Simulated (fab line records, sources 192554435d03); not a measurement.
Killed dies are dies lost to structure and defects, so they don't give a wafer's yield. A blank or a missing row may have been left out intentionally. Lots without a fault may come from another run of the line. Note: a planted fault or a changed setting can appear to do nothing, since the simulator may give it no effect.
Split-lot study ; flow n5 finfet ; 7 lots, 21 wafers read, on a route of 1938 steps

== SPLIT DETAILS ==
At N5_SD_EPI_N_PEB_07 (peb time 60 s), the setting peb temp c was moved away from the recipe's 110 C on 8 of the 21 wafers read, by -3.3% to +1.7%. For the rest of the wafers, this setting stayed at what the recipe calls for.

== THE PATH FROM SPLIT TO READING: the file shows 1 step between them ==
- N5_SD_EPI_N_DEVELOP_08: develop time 30 s

== THE READING ==
cd nm, in nm, at N5_SD_EPI_N_CD_MEAS_09 (target cd 120 nm). Typical for fault-free wafers on this fab line: 119.9 nm, with standard deviation 0.79 nm.

wafer;tool, chamber at the split;peb temp c as run, C;against the recipe;cd nm, nm;against lot-mates on the recipe
L077.1;litho track-02, 0;111.9;+1.7%;124.7;+4.5
L077.4;litho track-02, 0;110;recipe;119.9;-
L077.6;litho track-02, 0;110;recipe;120.6;-
L079.2;litho track-04, 0;110;recipe;118.5;-
L079.4;litho track-04, 0;106.4;-3.3%;110.0;-9.0
L079.5;litho track-04, 0;110;recipe;119.6;-
L088.1;litho track-04, 0;111.2;+1.1%;123.4;+3.8
L088.5;litho track-04, 0;110;recipe;119.6;-
L088.6;litho track-04, 0;111.2;+1.1%;123.0;+3.4
L089.1;litho track-01, 0;111;+0.9%;121.8;+3.2
L089.2;litho track-01, 0;110;recipe;119.0;-
L089.6;litho track-01, 0;110;recipe;118.1;-
L092.1;litho track-04, 0;110;recipe;120.1;-
L092.2;litho track-04, 0;107.9;-1.9%;113.4;-6.7
L092.4;litho track-04, 0;107.9;-1.9%;114.4;-5.7
L094.1;litho track-01, 0;110;recipe;119.8;-
L094.3;litho track-01, 0;110;recipe;120.0;-
L094.4;litho track-01, 0;110;recipe;119.8;-
L095.2;litho track-04, 0;110;recipe;119.9;-
L095.5;litho track-04, 0;110;recipe;120.7;-
L095.6;litho track-04, 0;107.9;-1.9%;115.0;-5.3

THE FIT
A straight line over all 21 wafers: cd nm changes by +2.91 nm for each +1% of peb temp c; r = +0.98; the points scatter about the line by 0.67 nm.
The same after taking each lot's own level away (the mean of its wafers on the recipe; 21 wafers): +2.95 nm for each +1%; r = +0.99; scatter 0.48 nm.
The reading moves by 9.6 nm for the largest change in peb temp c, on that fit.
The span of the lots' own levels, 118.55 to 120.30 nm, comes to 2.2 times the standard deviation stated above.
The two slopes agree, so the slope changes little with the lot-to-lot level.
Check: -9.99 nm against its lot-mates is what the line predicts for one of the wafers moved furthest among these (-3.3%) when that wafer is left out of the fit. It came out at -9.05 nm against them.

== ADDITIONAL SPLITS CARRIED BY THESE WAFERS ==
Note: prior to the reading, these wafers also went through further splits. Each is held against what the fit with the lots' levels taken away leaves over:
other split on the same wafers;wafers away from the commonest value;r with cd nm (lot level and that fit taken away)
N5_WELL_APT_EXPOSE_05 dose mj;8;+0.13
N5_WELL_APT_PEB_06 peb time s;1;-0.15
N5_PMOS_HMC_CHANNEL_EPI_PEB_07 peb temp c;6;+0.19
N5_PMOS_HMC_CHANNEL_EPI_ETCH_32 bias w;8;+0.06
N5_SD_EPI_N_COAT_33 spin rpm;11;-0.19

== THE WHOLE CHAIN: every reading that the file lists as answering this split, in the file's order ==
step;what it does;reading;change (the file's fit);r (the file's)
N5_SD_EPI_N_CD_MEAS_09;target cd 120 nm;cd nm;+2.88 nm for each +1% of the setting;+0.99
N5_SD_EPI_N_DESCUM_14;chemistry O2, time 7.9 s;SD_EPI_N.cd nm (the simulator's own value, which no gauge read);+2.85 nm for each +1% of the setting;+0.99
N5_SD_EPI_N_ETCH_35;etches SOC in N2/H2, overetch 108 nm, time 486 s;SD_EPI_N.cd nm (the simulator's own value, which no gauge read);+3.06 nm for each +1% of the setting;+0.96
N5_SD_EPI_N_ETCH_45;etches SiOCN in CH3F/O2, target depth 6 nm;SD_EPI_N.cd nm (the simulator's own value, which no gauge read);+3.04 nm for each +1% of the setting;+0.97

== THE FILE'S OWN FIT ==
cd nm changes by +2.88 nm for each +1% of peb temp c, r = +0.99.
